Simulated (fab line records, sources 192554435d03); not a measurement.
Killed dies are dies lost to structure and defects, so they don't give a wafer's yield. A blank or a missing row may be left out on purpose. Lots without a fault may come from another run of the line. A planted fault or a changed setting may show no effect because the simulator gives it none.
A struck lot beside a sound one | flow n5_finfet | 16 steps out of a route of 1938
Sound: wafers L296.1, L296.3, L296.6. Struck: wafer L298.4. (L298.1, L298.6 of the same lot were not struck and are left out.) The cause comes at the end.
At each step with rows: each side's tool, then ch and its chambers, then its first start. Under that, the readings that differ: sound wafers | struck wafers | difference of the means | sigmas: that difference in standard deviations of wafers without a fault.
alike: readings whose means differ by less than 2 such deviations, and words and numbers that are the same on both sides. not compared: withheld readings, readings that some wafer has no value for, bounds like >300 that may hide the same value, and numbers for which the record gives no deviation and whose values overlap.
The two part at a step that has a row with sigmas, a row that says differs or no value, or rows on one side only. Numbers that don't overlap but have no deviation are shown without sigmas and don't part them. A reading that every wafer of one side lacks parts them only if that side has two wafers or more.

first, 7 steps without rows for these wafers: N5_BEOL_M4_COAT_76 (time 60 s, resist thk 5 nm); N5_BEOL_M4_COAT_22 (resist thk 30 nm); N5_BEOL_M4_EBR_24; N5_BEOL_M4_SOFTBAKE_23 (time 60 s); N5_BEOL_M4_EXPOSE_25 (exposes mask V3, defocus 5 nm); N5_BEOL_M4_PEB_26 (peb time 60 s); N5_BEOL_M4_DEVELOP_27 (develop time 30 s).
N5_BEOL_M4_CD_MEAS_28: target cd 26.2 nm, target cd y 24.1 nm.
  sound on cd_sem-01 ch 0, day 10 03:13; struck on cd_sem-03 ch 0, day 11 06:19
  reading    | sound             | struck | difference | sigmas
  cd_nm (nm) | 26.29 26.13 26.14 | 26.64  | +0.45      | +2
N5_BEOL_M4_OVL_MEAS_29:
  sound on overlay-01 ch 0, day 10 03:14; struck on overlay-01 ch 0, day 11 06:20
  reading     | sound       | struck | difference | sigmas
  V3_OVL (nm) | 1.8 1.4 1.7 | -0.2   | -1.8       | -3
N5_BEOL_M4_INSPECT_30: inspects for defects (brightfield).
  sound on defect_inspect-02, day 10 03:18; struck on defect_inspect-02, day 11 06:24
  alike: raw_defect_count
N5_BEOL_M4_DESCUM_33: chemistry O2, time 7 s.
  sound on rie_diel-06 ch 1,2,3, day 10 03:23; struck on rie_diel-06 ch 1, day 11 06:32
  alike: drypump_motor_current_A, oes_product_au, rf_vpp_V, showerhead_plenum_p_Torr, throttle_valve_pct
  not compared: rf_hours_counter_h
N5_BEOL_M4_ETCH_77: etches underlayer in N2/H2, target depth 6.5 nm, time 5.2 s.
  sound on rie_diel-06 ch 1,2,3, day 10 03:26; struck on rie_diel-06 ch 1, day 11 06:34
  alike: bias_w, drypump_motor_current_A, etch_rf_on_time_s, oes_product_au, rf_vpp_V, showerhead_plenum_p_Torr, throttle_valve_pct
  not compared: rf_hours_counter_h
N5_BEOL_M4_ETCH_69: etches SiARC in CF4, target depth 15.6 nm, time 26 s.
  sound on rie_diel-06 ch 1,2,3, day 10 03:26; struck on rie_diel-06 ch 1, day 11 06:35
  reading                         | sound             | struck | difference | sigmas
  cf4_flow_sccm (sccm)            | 100.1 100.0 99.9  | 70.1   | -29.9      | -79
  showerhead_plenum_p_Torr (Torr) | 2.20 2.08 2.06    | 1.84   | -0.27      | -4
  throttle_valve_pct (%)          | 15.80 15.82 15.91 | 14.67  | -1.17      | -4
  alike: bias_w, drypump_motor_current_A, etch_rf_on_time_s, oes_product_au, rf_vpp_V
  not compared: rf_hours_counter_h
N5_BEOL_M4_ALD_98: deposits SiO2, target thk 2.5 nm, pulse time 1 s, co reactant pulse time 1 s.
  sound on ald_sin-03 ch 0,1,2, day 10 03:52; struck on ald_sin-02 ch 3, day 11 06:40
  alike: heater_power_w, precursor_pulse_height_rel
N5_BEOL_M4_RC_MEAS_101:
  sound on prober-01 ch 0, day 10 12:46; struck on prober-01 ch 0, day 11 15:11
  reading       | sound          | struck | difference | sigmas
  DIBL_P (mV/V) | 36.4 33.9 31.1 | 37.4   | +3.6       | +2
  alike: DIBL_N, IOFF_N, IOFF_P, ION_N, ION_P, SS_N, SS_P, VT_N, VT_P
then, 1 step without rows for these wafers: N5_PASSIVATION_PROBE_49.

WHERE THEY PART
First at N5_BEOL_M4_CD_MEAS_28; last, within this record, at N5_BEOL_M4_RC_MEAS_101.

WHY: what the simulator had put in
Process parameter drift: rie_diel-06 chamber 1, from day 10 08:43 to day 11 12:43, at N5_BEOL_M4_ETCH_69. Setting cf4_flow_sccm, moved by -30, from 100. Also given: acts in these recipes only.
